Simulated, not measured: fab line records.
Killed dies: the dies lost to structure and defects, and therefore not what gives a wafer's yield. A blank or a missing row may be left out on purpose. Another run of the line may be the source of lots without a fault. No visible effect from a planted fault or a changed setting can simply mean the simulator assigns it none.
Code-filled problem report in 8D (eight disciplines) form + flow nand_harc + the parts of the form that need people (team, actions taken, sign-off) are left out

## 1. WHAT WENT WRONG
Wafers without a fault read 400.9 C, standard deviation 0.97; spike_tc_lower_C at NHARC_THIN_TSV_ANNEAL_58 reads a mean of 425.4 C on 6 wafers belonging to 2 lots. Relative to the usual mean, that is a shift of +25 standard deviations.
The step: time 1800 s.
First observed at day 22 22:41: wafer L581.1, on furnace-06. Wafers with a number at this step in the record: 33, from 11 lots. Rule for "out" (also "out of limits"): further than 4 standard deviations from the usual mean. The rest of the wafers with a number are treated as sound.

## 2. WHAT THIS IS AND IS NOT
| question                    | is                                                                                       | is not                                               |
|-----------------------------|------------------------------------------------------------------------------------------|------------------------------------------------------|
| which readings at this step | spike_tc_lower_C, spike_tc_bottom_C, spike_tc_centre_C, spike_tc_top_C, spike_tc_upper_C | zone_power_top_pct                                   |
| which lots                  | L581, L583                                                                               | L569, L570, L571, L572, L575, L576, L577, L579, L582 |
| which wafers of those lots  | all that have a number                                                                   | -                                                    |
| read on which tools         | furnace-06                                                                               | furnace-02, furnace-05                               |
| when                        | from day 22 22:41                                                                        | up to then (27 sound wafers)                         |

## 3. SUSPECTS, AND WHAT RULES EACH OUT
Counting: a tool stays on the suspect list if, at a process step up to the reading, it processed all lots that are out and no sound lot following the first of them.
- cmp-04 at NHARC_THIN_TSV_CMP_01 (polishes): kept. All lots that are out passed through it, beginning with L583 at day 22 10:42, and no sound lot followed; its final sound lot before that point was L582 at day 22 02:01.
- furnace-06 at NHARC_THIN_TSV_ANNEAL_58 (time 1800 s): kept. All lots that are out passed through it, beginning with L581 at day 22 22:41, and no sound lot followed; its final sound lot before that point was L576 at day 21 08:17. Out on those wafers are its own readings of spike_tc_bottom_C, spike_tc_centre_C, spike_tc_lower_C, spike_tc_top_C, spike_tc_upper_C.
After counting, cmp-04 at NHARC_THIN_TSV_CMP_01 and furnace-06 at NHARC_THIN_TSV_ANNEAL_58 remain.

## 4. THE CAUSE (what the simulator had put in)
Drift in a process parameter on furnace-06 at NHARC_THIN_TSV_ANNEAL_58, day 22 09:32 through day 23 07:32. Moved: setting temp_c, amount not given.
Counting left 2 suspects, and this tool is among them.

## 5. THE CHAIN OF EFFECTS, in route order
Each row: a reading where the mean over the struck wafers with a number is more than 3 standard deviations away from the usual. Only readings whose record carries a usual standard deviation are examined. hours: median over the lots of the time between each lot's start at the first step of this table that gives one and its start at this step. sigmas: the change, counted in usual standard deviations.
| hours | step                     | reading              | usual   | on struck wafers | change | sigmas |
|-------|--------------------------|----------------------|---------|------------------|--------|--------|
| 0     | NHARC_THIN_TSV_ANNEAL_58 | spike_tc_bottom_C    | 424.3 C | 447.0            | +22.7  | +14    |
| 0     | NHARC_THIN_TSV_ANNEAL_58 | spike_tc_centre_C    | 400.8 C | 424.1            | +23.2  | +17    |
| 0     | NHARC_THIN_TSV_ANNEAL_58 | spike_tc_lower_C     | 400.9 C | 425.4            | +24.6  | +25    |
| 0     | NHARC_THIN_TSV_ANNEAL_58 | spike_tc_top_C       | 429.9 C | 454.1            | +24.2  | +13    |
| 0     | NHARC_THIN_TSV_ANNEAL_58 | spike_tc_upper_C     | 399.8 C | 425.1            | +25.3  | +19    |
| 0     | NHARC_THIN_TSV_ANNEAL_58 | zone_power_lower_pct | 4.57 %  | 4.96             | +0.39  | +3.9   |
The process steps in it:
- NHARC_THIN_TSV_ANNEAL_58: time 1800 s.
At these later measuring or inspecting steps, every struck wafer for which the step has a row has a number for every such reading, and none has moved that far: NHARC_END_SORT_01.

## 6. HOW IT WOULD HAVE BEEN CAUGHT EARLIER
13 hours passed between the start of the fault at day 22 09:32 and the first reading out of limits in this record, taken at day 22 22:41.
